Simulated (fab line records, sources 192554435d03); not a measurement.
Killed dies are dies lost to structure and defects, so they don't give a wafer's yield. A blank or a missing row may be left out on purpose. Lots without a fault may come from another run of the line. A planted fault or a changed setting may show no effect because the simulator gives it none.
A struck lot beside a sound one | flow n5_finfet | 14 steps out of a route of 1938
Sound: wafers L899.1, L899.3, L899.4. Struck: wafers L902.4, L902.5, L902.6. The cause comes at the end.
At each step with rows: each side's tool, then ch and its chambers, then its first start. Under that, the readings that differ: sound wafers | struck wafers | difference of the means | sigmas: that difference in standard deviations of wafers without a fault.
alike: readings whose means differ by less than 2 such deviations, and words and numbers that are the same on both sides. not compared: withheld readings, readings that some wafer has no value for, bounds like >300 that may hide the same value, and numbers for which the record gives no deviation and whose values overlap.
The two part at a step that has a row with sigmas, a row that says differs or no value, or rows on one side only. Numbers that don't overlap but have no deviation are shown without sigmas and don't part them. A reading that every wafer of one side lacks parts them only if that side has two wafers or more.

first, 10 steps without rows for these wafers: N5_DUMMY_GATE_STRIP_38 (strips in N2/H2); N5_DUMMY_GATE_STRIP_39 (strips in N2/H2); N5_DUMMY_GATE_TRIM_49 (chemistry O2, time 29 s, target cd 14 nm); N5_DUMMY_GATE_STRIP_40 (strips in CF4); N5_DUMMY_GATE_ETCH_31 (etches SiO2 in C4F6/O2, target depth 82.5 nm, time 27.5 s); N5_DUMMY_GATE_STRIP_41 (strips in O2); N5_DUMMY_GATE_HM_OPEN_21 (chemistry CH3F/O2, target SiNx, target depth 120 nm, time 171.4 s); N5_DUMMY_GATE_ETCH_32 (etches SiO2 in CF4, target depth 3.5 nm, time 3.9 s); N5_DUMMY_GATE_ETCH_23 (etches poly-Si in HBr/Cl2/O2, target depth 41 nm, time 22.3 s); N5_DUMMY_GATE_ETCH_44 (etches poly-Si in HBr/O2, stops on SiO2, target depth 127.5 nm).
N5_DUMMY_GATE_ETCH_42: etches SiO2 in CHF3/O2, target depth 3.5 nm, time 31 s.
  sound on rie_diel-05 ch 0,1,2, day 3 08:22; struck on rie_diel-05 ch 1,2, day 4 00:15
  reading                  | sound             | struck            | difference | sigmas
  bias_w (W)               | 12.00 12.01 12.05 | 11.91 11.95 11.96 | -0.08      | -2
  oes_product_au (a.u.)    | 0.75 0.80 0.95    | 1.07 1.14 1.07    | +0.26      | +3
  model.etch.depth_nm (nm) | 3.675 3.477 3.614 | 6.168 5.956 6.172 | +2.510     |
  alike: drypump_motor_current_A, rf_fwd_power_W, rf_vpp_V, showerhead_plenum_p_Torr, throttle_valve_pct
  not compared: rf_hours_counter_h
then, 1 step without rows for these wafers: N5_DUMMY_GATE_STRIP_48 (strips in N2/H2, time 20 s).
-- the record jumps here: 5 days lie between the struck wafers' starts before and after (it left off in module DUMMY_GATE and takes up again in module BEOL_M4, whose first step shown is number 1111 of the route) --
N5_BEOL_M4_RC_MEAS_101:
  sound on prober-01 ch 0, day 8 23:37; struck on prober-02 ch 0, day 9 07:36
  reading   | sound          | struck         | difference | sigmas
  VT_P (mV) | -244 -247 -248 | -254 -257 -252 | -8         | -2
  alike: DIBL_N, DIBL_P, IOFF_N, IOFF_P, ION_N, ION_P, SS_N, SS_P, VT_N
then, 1 step without rows for these wafers: N5_PASSIVATION_PROBE_49.

WHERE THEY PART
First at N5_DUMMY_GATE_ETCH_42; last, within this record, at N5_BEOL_M4_RC_MEAS_101.

WHY: what the simulator had put in
Process parameter drift: rie_diel-05, from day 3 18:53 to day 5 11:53, at N5_DUMMY_GATE_ETCH_42. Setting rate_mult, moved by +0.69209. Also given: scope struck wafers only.
